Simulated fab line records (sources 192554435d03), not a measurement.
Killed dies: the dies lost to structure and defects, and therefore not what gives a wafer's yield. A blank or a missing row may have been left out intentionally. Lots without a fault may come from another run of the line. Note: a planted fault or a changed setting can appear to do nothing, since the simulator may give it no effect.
fab line records	flow n5_finfet
[record] lots = 9	wafers = 27	last_day = 17
route steps=1938 shown BEOL_M4@1111 MIM_TOP@1838 MIM_TOP_LITHO@1850 MIM_BOT_LITHO@1862 TV_OPEN@1889 PASSIVATION@1936
lots that met no fault: taken from a fault-free run of the same line
start_h: hours from the record's first day to the start of the lot's first wafer shown	wait_h: hours elapsed since this lot's preceding step	" identical to the entry in the row above	L1.1+2: several wafers, shown together as one row	- no value, or no start given	* or withheld: withheld	< > ~ a bound
route shown NAME@n: a module of which the file shows steps, and the number in the route of the first	usual: the fault-free wafers' mean and standard deviation	same: alike in all rows	chamber/n: place in a boat	sites: the reading at each site	_std_site: standard deviation of those values	_edge_site: the outer-site mean with the inner-site mean subtracted	radius_mm: how far each site lies from the wafer's centre	mask NAME#n: copy n	behind: tool/chamber where the wafer was last shaped	hold: the reason the lot was held/the length of the hold in hours/how it ended	device: which transistor (n, p or np) failed to switch	end of line: at the end of the route, the tests of the same wafers	a step with no rows: only its recipe	killed: not the wafer's yield, but the dies lost to structure and defects at the first sort	map: the dies of a wafer, with x for killed, . for not killed, _ for no die there
set.NAME: the run value of the setting; set.NAME@STEP: its run value at that earlier step	model.NAME: the simulator's own value behind a step, which no gauge read
the route's steps for a sample of lots (tables are steps, rows are wafers)
services: the hour from which a tool's chamber was out of use, counted from the record's first day as start_h (under 0 if before that day), plus the number of hours and why
[[steps]]
[step N5_BEOL_M4_RC_MEAS_101]
[usual] DIBL_N = 36.4/1.3	DIBL_P = 36.5/1.7	IOFF_N = 0.154/0.022	IOFF_P = 0.202/0.025	ION_N = 671/9.8	ION_P = 460/6.8	SS_N = 71.6/0.54	SS_P = 73.4/0.58	VT_N = 250.9/2.8	VT_P = -251.4/2.7
lot.wafer	tool	chamber	start_h	wait_h	DIBL_N[mV/V]	DIBL_P[mV/V]	IOFF_N[nA/um]	IOFF_P[nA/um]	ION_N[uA/um]	ION_P[uA/um]	SS_N[mV/dec]	SS_P[mV/dec]	VT_N[mV]	VT_P[mV]
L249.1	prober-01	0	167.88	0.0	39.0	37.2	0.176	0.213	686	469	73.3	74.2	247.0	-251.2
L249.2	"	0	"	"	39.4	37.7	0.183	0.222	683	461	72.5	74.1	247.6	-249.5
L249.6	"	0	"	"	40.5	39.9	0.224	0.259	697	477	72.8	74.2	244.5	-250.8
L251.1	prober-02	0	175.60	0.0	37.7	38.0	0.170	0.216	667	457	71.6	74.3	249.1	-252.6
L251.2	"	0	"	"	34.9	34.4	0.125	0.167	657	453	70.8	73.3	255.3	-256.2
L251.4	"	0	"	"	37.6	37.3	0.170	0.201	672	456	71.3	74.2	251.2	-253.2
L253.3	prober-02	0	178.10	0.3	36.4	36.5	0.135	0.171	662	448	70.7	72.7	251.5	-255.8
L253.5	"	0	"	"	38.7	38.8	0.172	0.203	678	453	71.6	74.2	247.7	-253.6
L253.6	"	0	"	"	38.6	38.8	0.176	0.202	676	450	71.8	73.7	247.2	-253.1
L252.2	prober-02	0	182.20	0.2	39.3	38.5	0.174	0.185	669	447	72.4	74.5	252.2	-256.8
L252.5	"	0	"	"	36.8	36.2	0.132	0.155	662	446	71.7	72.9	253.1	-256.9
L252.6	"	0	"	"	35.7	34.4	0.116	0.142	657	444	71.4	73.5	258.6	-256.9
L263.2	prober-02	0	261.57	0.2	35.3	35.9	0.150	0.196	689	471	71.5	73.8	247.1	-252.5
L263.3	"	0	"	"	36.9	37.8	0.181	0.220	689	467	72.5	73.8	248.2	-249.6
L263.5	"	0	"	"	35.7	35.5	0.150	0.189	674	462	71.9	73.2	249.2	-251.8
L267.2	prober-02	0	270.59	0.2	38.0	37.3	0.181	0.232	661	451	72.6	73.1	249.9	-248.6
L267.3	"	0	"	"	37.6	37.1	0.163	0.225	672	461	72.0	73.5	252.3	-251.1
L267.5	"	0	"	"	37.0	36.4	0.157	0.221	671	463	71.7	73.4	250.5	-250.3
L268.1	prober-01	0	282.60	0.0	35.8	35.5	0.135	0.225	662	466	70.9	73.0	253.4	-250.0
L268.3	"	0	"	"	38.0	37.1	0.161	0.260	656	461	72.7	73.9	249.9	-247.8
L268.6	"	0	"	"	36.2	35.9	0.139	0.243	655	458	71.7	73.3	252.5	-245.9
L269.2	prober-01	0	295.86	0.2	37.1	35.6	0.163	0.198	661	449	71.9	73.7	250.8	-252.9
L269.3	"	0	"	"	37.6	37.3	0.188	0.241	676	463	71.9	74.4	244.2	-245.9
L269.5	"	0	"	"	37.2	37.7	0.193	0.248	687	469	71.4	73.6	246.1	-245.7
L272.1	prober-01	0	305.59	0.0	36.1	37.4	0.157	0.192	677	453	71.5	73.3	247.4	-252.0
L272.2	"	0	"	"	37.4	38.9	0.189	0.220	685	465	71.6	74.2	245.6	-250.3
L272.3	"	0	"	"	37.3	38.9	0.187	0.211	669	455	71.8	73.7	248.7	-251.6
[step N5_MIM_TOP_SPUTTER_03]
[recipe] material = TiN	target_thk_a = 350	temp_c = 200	power_w = 3000	chamber_pressure_pa = 0.49996	gas = Ar	reactive_partial_pa = 0.37997	time_s = 89.7
[usual] throttle_valve_pct = 29.8/1
lot.wafer	tool	chamber	start_h	wait_h	throttle_valve_pct
L249.1	pvd_sputter-02	-	258.30	0.0	29.5
L249.2	"	-	"	"	27.9
L249.6	"	-	"	"	29.8
L251.1	pvd_sputter-01	-	264.67	0.0	28.9
L251.2	"	-	"	"	29.1
L251.4	"	-	"	"	30.2
L253.3	pvd_sputter-01	-	267.39	0.0	30.3
L253.5	"	-	"	"	30.4
L253.6	"	-	"	"	29.1
L252.2	pvd_sputter-03	-	271.05	0.0	30.7
L252.5	"	-	"	"	29.8
L252.6	"	-	"	"	31.5
L263.2	pvd_sputter-01	-	352.76	0.0	29.9
L263.3	"	-	"	"	29.1
L263.5	"	-	"	"	29.1
L267.2	pvd_sputter-03	-	362.62	0.0	31.4
L267.3	"	-	"	"	30.0
L267.5	"	-	"	"	29.9
L268.1	pvd_sputter-01	-	375.20	0.0	28.8
L268.3	"	-	"	"	28.9
L268.6	"	-	"	"	30.3
L269.2	pvd_sputter-03	-	381.84	0.0	31.0
L269.3	"	-	"	"	28.8
L269.5	"	-	"	"	31.7
L272.1	pvd_sputter-02	-	393.15	0.0	29.5
L272.2	"	-	"	"	29.9
L272.3	"	-	"	"	27.6
[step N5_MIM_TOP_LITHO_DESCUM_10]
[recipe] chemistry = O2	time_s = 7.9	source_power_w = 50	bias_power_w = 20	pressure_mtorr = 20	rf_frequency_hz = 2.712e+07	temp_c = 40	o2_flow_sccm = 225
[usual] drypump_motor_current_A = 5.8/0.37	oes_product_au = 0.81/0.076	rf_vpp_V = 242.6/1.3	showerhead_plenum_p_Torr = 2.05/0.058	throttle_valve_pct = 20.41/0.23
lot.wafer	tool	chamber	start_h	wait_h	drypump_motor_current_A	oes_product_au	rf_hours_counter_h	rf_vpp_V	showerhead_plenum_p_Torr	throttle_valve_pct
L249.1	rie_diel-06	3	258.78	0.0	6.2	0.74	191	242.1	2.00	20.56
L249.2	"	2	"	"	5.9	0.90	41	243.0	2.05	20.11
L249.6	"	2	"	"	5.9	0.89	-	244.1	2.05	20.10
L251.1	rie_diel-06	3	265.24	0.1	6.2	0.74	193	240.7	2.00	20.56
L251.2	"	0	"	"	5.8	0.87	53	242.4	2.04	20.36
L251.4	"	1	"	"	6.0	0.72	196	243.4	2.08	20.70
L253.3	rie_diel-05	1	267.99	0.0	5.1	0.88	56	242.5	2.03	20.17
L253.5	"	2	"	"	6.3	0.87	-	243.5	2.12	20.43
L253.6	"	0	"	"	5.7	0.82	-	242.6	2.02	20.29
L252.2	rie_diel-02	1	271.99	0.5	5.0	0.69	217	241.0	1.98	20.41
L252.5	"	2	"	"	6.1	0.71	-	244.6	2.16	20.96
L252.6	"	1	"	"	5.0	0.69	-	241.7	1.98	20.41
L263.2	rie_diel-05	1	353.65	0.4	5.1	0.84	87	241.9	2.02	20.23
L263.3	"	0	"	"	5.7	0.78	123	242.3	2.01	20.32
L263.5	"	2	"	"	6.2	0.83	-	244.4	2.11	20.49
L267.2	rie_diel-05	3	363.26	0.1	5.7	0.90	30	242.8	2.04	20.15
L267.3	"	1	"	"	5.1	0.84	89	243.3	2.02	20.22
L267.5	"	1	"	"	5.1	0.84	-	241.3	2.02	20.22
L268.1	rie_diel-06	0	375.68	0.0	5.8	0.83	89	240.3	2.03	20.42
L268.3	"	1	"	"	5.9	0.69	235	242.7	2.06	20.74
L268.6	"	0	"	"	5.8	0.83	-	242.5	2.03	20.43
L269.2	rie_diel-06	3	382.49	0.1	6.2	0.70	236	240.6	1.98	20.63
L269.3	"	2	"	"	5.9	0.84	82	242.0	2.04	20.16
L269.5	"	3	"	"	6.2	0.69	-	241.8	1.98	20.62
L272.1	rie_diel-06	1	393.91	0.2	6.0	0.68	242	242.0	2.06	20.76
L272.2	"	3	"	"	6.2	0.70	240	240.3	1.98	20.63
L272.3	"	0	"	"	5.8	0.82	96	240.8	2.02	20.45
[step N5_MIM_BOT_LITHO_CD_MEAS_08]
[recipe] target_cd_nm = 3000	landing_energy_ev = 500	detector = se_inlens	polarity = opening
[usual] cd_nm = 2999.8/1.6
[same] landing_energy_ev = 500
lot.wafer	tool	chamber	start_h	wait_h	cd_nm
L249.1	cd_sem-02	0	259.42	-	2997.7
L249.2	"	0	"	"	2998.8
L249.6	"	0	"	"	2998.3
L251.1	cd_sem-03	0	265.90	-	2998.3
L251.2	"	0	"	"	2998.4
L251.4	"	0	"	"	3001.1
L253.3	cd_sem-01	0	268.76	-	3000.5
L253.5	"	0	"	"	3002.7
L253.6	"	0	"	"	3001.4
L252.2	cd_sem-02	0	272.64	-	3001.3
L252.5	"	0	"	"	3003.0
L252.6	"	0	"	"	3002.6
L263.2	cd_sem-02	0	354.30	-	2999.9
L263.3	"	0	"	"	2999.8
L263.5	"	0	"	"	2999.8
L267.2	cd_sem-01	0	364.05	-	3000.9
L267.3	"	0	"	"	3001.6
L267.5	"	0	"	"	3000.9
L268.1	cd_sem-03	0	376.33	-	3000.1
L268.3	"	0	"	"	3001.5
L268.6	"	0	"	"	3000.7
L269.2	cd_sem-03	0	383.26	-	2998.8
L269.3	"	0	"	"	2999.1
L269.5	"	0	"	"	3000.2
L272.1	cd_sem-03	0	394.69	-	2999.7
L272.2	"	0	"	"	2997.2
L272.3	"	0	"	"	2996.8
[step N5_PASSIVATION_STRIP_14]
[recipe] chemistry = O2	power_w = 600	temp_c = 60	pressure_mtorr = 30	rf_frequency_hz = 6e+07	bias_power_w = 0	overash_fraction = 0.5	o2_flow_sccm = 225
[usual] bias_power_w = 0/0	chamber_pressure_mTorr = 30.00/0.048	drypump_motor_current_A = 5.7/0.42	oes_product_au = 0.83/0.067	rf_vpp_V = 3.7/0.94	showerhead_plenum_p_Torr = 2.12/0.08	throttle_valve_pct = 16.58/0.18
lot.wafer	tool	chamber	start_h	wait_h	bias_power_w	chamber_pressure_mTorr	drypump_motor_current_A	oes_product_au	rf_hours_counter_h	rf_vpp_V	showerhead_plenum_p_Torr	throttle_valve_pct
L249.1	rie_diel-04	3	261.24	0.1	0	29.98	6.5	0.71	226	3.7	1.99	16.84
L249.2	"	0	"	"	0	30.02	5.7	0.99	1	4.6	2.14	16.42
L249.6	"	3	"	"	0	30.04	6.5	0.71	-	3.8	1.99	16.83
L251.1	rie_diel-01	3	268.04	0.1	-	-	-	-	-	-	-	-
L251.2	"	1	"	"	-	-	-	-	-	-	-	-
L251.4	"	2	"	"	-	-	-	-	-	-	-	-
L253.3	rie_diel-01	2	272.36	0.1	-	-	-	-	-	-	-	-
L253.5	"	2	"	"	-	-	-	-	-	-	-	-
L253.6	"	3	"	"	-	-	-	-	-	-	-	-
L252.2	rie_diel-04	3	275.66	0.1	-	-	-	-	-	-	-	-
L252.5	"	3	"	"	-	-	-	-	-	-	-	-
L252.6	"	1	"	"	-	-	-	-	-	-	-	-
L263.2	rie_diel-01	3	357.74	0.1	0	29.97	5.4	0.81	107	4.2	2.11	16.68
L263.3	"	1	"	"	0	30.06	6.0	0.81	87	4.1	2.21	16.34
L263.5	"	2	"	"	0	29.93	5.5	0.88	-	3.2	2.05	16.47
L267.2	rie_diel-01	0	366.59	0.1	0	30.05	5.1	0.81	110	3.9	2.21	16.72
L267.3	"	2	"	"	0	30.08	5.5	0.88	47	3.2	2.05	16.48
L267.5	"	3	"	"	0	29.96	5.4	0.80	-	3.6	2.11	16.70
L268.1	rie_diel-04	0	380.79	0.1	0	30.14	5.8	0.87	45	4.5	2.12	16.47
L268.3	"	2	"	"	0	29.95	5.8	0.89	33	3.5	2.14	16.55
L268.6	"	0	"	"	0	30.06	5.8	0.86	-	3.2	2.12	16.45
L269.2	rie_diel-01	2	385.58	0.1	0	30.01	5.5	0.86	53	2.7	2.04	16.49
L269.3	"	1	"	"	0	30.08	6.0	0.80	96	2.6	2.21	16.32
L269.5	"	0	"	"	0	29.99	5.1	0.79	-	2.5	2.21	16.78
L272.1	rie_diel-04	2	396.75	0.1	0	29.94	5.7	0.87	36	3.0	2.14	16.58
L272.2	"	3	"	"	0	30.02	6.5	0.93	14	3.0	2.24	16.39
L272.3	"	1	"	"	0	29.98	5.8	0.75	141	3.6	2.02	16.46
[step N5_PASSIVATION_PROBE_49]
[usual] defect_limited_yield = 91.1/1.3	killed_at_M0_to_M3 = 34/10	killed_at_M4_up = 14/5.7	killed_at_contacts = 12/5.9	killed_at_front_end = 41/12	killed_at_other = 4/3.1	killed_dies = 105/15	killed_on_rim = 14/4.2	killed_open = 69/11	killed_short = 35/7.8	sort_bin_5_function = 5.3/0.81	sort_bin_6_memory = 3.3/0.75	sort_bin_8_speed = 0.00/0.007	sort_n_pass = 1075/15	sort_yield_pct = 91.1/1.3
[same] gross_dies = 1180	killed_at_back_side = 0	sort_bin_4_leakage[%] = 0
lot.wafer	tool	chamber	start_h	wait_h	defect_limited_yield[%]	killed_at_M0_to_M3	killed_at_M4_up	killed_at_contacts	killed_at_front_end	killed_at_other	killed_dies	killed_on_rim	killed_open	killed_short	sort_bin_5_function[%]	sort_bin_6_memory[%]	sort_bin_8_speed[%]	sort_n_pass	sort_yield_pct[%]
L251.1	prober-02	-	275.46	0.0	0	50	15	13	23	1079	1180	152	69	33	96.3	3.7	0	0	0
L251.2	prober-02	-	275.51	0.1	0	22	12	11	39	1096	1180	152	68	28	97.5	2.3	0	0	0
L251.4	prober-02	-	275.61	0.2	0	27	9	3	31	1110	1180	152	46	28	97.6	2.0	0	0	0
L253.3	prober-01	-	279.42	0.1	0	19	11	24	29	1097	1180	152	61	23	97.1	2.7	0	0	0
L253.5	prober-01	-	279.52	0.2	0	47	12	20	30	1071	1180	152	69	41	96.9	2.9	0	0	0
L253.6	prober-01	-	279.57	0.3	0	29	14	8	39	1090	1180	152	59	30	97.5	2.2	0	0	0
L252.2	prober-02	-	282.13	0.1	0	41	5	23	35	1076	1180	152	75	31	97.2	2.5	0	0	0
L252.5	prober-02	-	282.28	0.2	0	40	10	24	31	1075	1180	152	76	32	96.2	3.7	0	0	0
L252.6	prober-02	-	282.33	0.3	0	46	6	16	30	1082	1180	152	66	30	96.9	2.5	0	0	0
// killed by level:class
L251.1 PAD_METAL:area_sputter=1078 BEOL_M2:geometric_particle:open=14 MOL_CONTACT_COAG:geometric_particle:open=12 BEOL_M0_SAQP:geometric_particle:short=9 BEOL_M0_SAQP:geometric_particle:open=8 BEOL_M3:geometric_particle:open=6 BEOL_M0:geometric_particle:open=6 FIN_SAQP:geometric_particle:short=5
L251.2 PAD_METAL:area_sputter=1082 FIN_SAQP:geometric_particle:open=10 STI_FIN_REVEAL:geometric_particle:open=9 MOL_CONTACT_COAG:geometric_particle:open=9 PASS1_DEP:geometric_particle:open=8 FIN_SAQP:geometric_particle:short=6 BEOL_M0_SAQP:geometric_particle:short=6 BEOL_M1:geometric_particle:open=5
L251.4 PAD_METAL:area_sputter=1105 STI_FIN_REVEAL:geometric_particle:open=7 BEOL_M0_SAQP:geometric_particle:open=7 BEOL_M0_SAQP:geometric_particle:short=7 FIN_SAQP:geometric_particle:open=6 BEOL_M1:geometric_particle:open=5 FIN_SAQP:geometric_particle:short=4 STARTING-WAFER:geometric_particle:short=4
L253.3 PAD_METAL:area_sputter=1095 MOL_CONTACT_COAG:geometric_particle:open=23 DUMMY_GATE:geometric_particle:open=9 BEOL_M4:geometric_particle:open=8 GATE_CUT:geometric_particle:short=5 BEOL_M2:geometric_particle:open=4 BEOL_M1:geometric_particle:open=4 DUMMY_GATE:geometric_particle:short=3
L253.5 PAD_METAL:area_sputter=1069 BEOL_M2:geometric_particle:open=16 MOL_CONTACT_COAG:geometric_particle:open=10 MOL_CONTACT_COAG:geometric_particle:short=9 BEOL_M0_SAQP:geometric_particle:short=9 BEOL_M0:geometric_particle:open=8 BEOL_M0_SAQP:geometric_particle:open=6 GATE_CUT:geometric_particle:short=5
L253.6 PAD_METAL:area_sputter=1089 BEOL_M0_SAQP:geometric_particle:open=9 BEOL_M0_SAQP:geometric_particle:short=7 BEOL_M4:geometric_particle:open=7 STI_FIN_REVEAL:geometric_particle:open=6 DUMMY_GATE:geometric_particle:open=6 GATE_CUT:geometric_particle:short=6 FIN_SAQP:geometric_particle:open=5
L252.2 PAD_METAL:area_sputter=1073 MOL_CONTACT_COAG:geometric_particle:open=21 BEOL_M2:geometric_particle:open=16 BEOL_M0_SAQP:geometric_particle:short=9 BEOL_M2:geometric_particle:short=7 GATE_CUT:geometric_particle:open=6 FIN_SAQP:geometric_particle:open=5 STI_FIN_REVEAL:geometric_particle:open=5
L252.5 PAD_METAL:area_sputter=1071 MOL_CONTACT_COAG:geometric_particle:open=21 BEOL_M2:geometric_particle:open=10 BEOL_M3:geometric_particle:open=7 BEOL_M4:geometric_particle:open=7 BEOL_M0_SAQP:geometric_particle:short=6 FIN_SAQP:geometric_particle:open=4 STI_FIN_REVEAL:geometric_particle:open=4
L252.6 PAD_METAL:area_sputter=1081 MOL_CONTACT_COAG:geometric_particle:open=14 BEOL_M2:geometric_particle:open=11 BEOL_M0_SAQP:geometric_particle:short=11 BEOL_M1:geometric_particle:open=7 STI_FIN_REVEAL:geometric_particle:open=6 BEOL_M2:geometric_particle:short=6 BEOL_M4:geometric_particle:open=5
[[services]]
tool	chamber	start_h	hours	kind
rie_diel-04	0	242.16	-	clean
rie_diel-02	-	243.77	0.4	repair
rie_diel-05	0	246.43	14.1	repair
rie_diel-04	1	246.44	6.6	repair
rie_diel-04	2	248.61	3.7	repair
rie_diel-06	1	249.84	9.5	repair
rie_diel-01	0	269.66	2.1	repair
rie_diel-06	0	274.73	1.6	repair
rie_diel-01	0	275.75	4.7	repair
rie_diel-06	0	276.83	7.2	repair
rie_diel-02	0	286.55	12.4	repair
rie_diel-02	-	320.74	3.6	repair
rie_diel-01	2	321.53	13.2	repair
rie_diel-04	1	326.25	8.7	repair
rie_diel-02	2	328.81	3.2	repair
rie_diel-04	3	329.91	4.1	repair
rie_diel-04	2	347.19	1.6	repair
rie_diel-06	1	352.27	2.4	repair
rie_diel-02	1	362.03	1.3	repair
rie_diel-05	2	366.19	1.2	repair
rie_diel-06	2	368.01	12.3	repair
rie_diel-04	2	381.90	8.8	repair
rie_diel-02	3	386.31	2.8	repair
rie_diel-05	1	392.31	7.0	repair
[[key]]
[first_sign] step = N5_PASSIVATION_STRIP_14	reading = tool_record	direction = missing
[effect] step = N5_PASSIVATION_PROBE_49	reading = killed_at_other	direction = up	sigmas = 99+	usual = 4	struck = 1086
[more_kills_born_at] N5_PASSIVATION_SPUTTER_20@pvd_sputter-03 = 3265	N5_PASSIVATION_SPUTTER_20@pvd_sputter-01 = 3253	N5_PASSIVATION_SPUTTER_20@pvd_sputter-02 = 3225
met_at N5_PASSIVATION_STRIP_14
struck_lots L251,L252,L253
later_rows_left_out L251.1,L251.2,L251.4,L252.2,L252.5,L252.6,L253.3,L253.5,L253.6
not_acting_at N5_MIM_TOP_SPUTTER_03,N5_MIM_TOP_LITHO_DESCUM_10,N5_MIM_BOT_LITHO_CD_MEAS_08
onset_between 261.24 268.04
[fault] kind = skipped_step_whole	tool = rie_diel-01,rie_diel-04	chamber = -	onset_h = 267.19	steps = N5_PASSIVATION_STRIP_14	scope = struck_lots_only
// later_rows_left_out: the simulator's readings of these wafers behind a module that went badly wrong aren't trusted and aren't shown, but for the sort
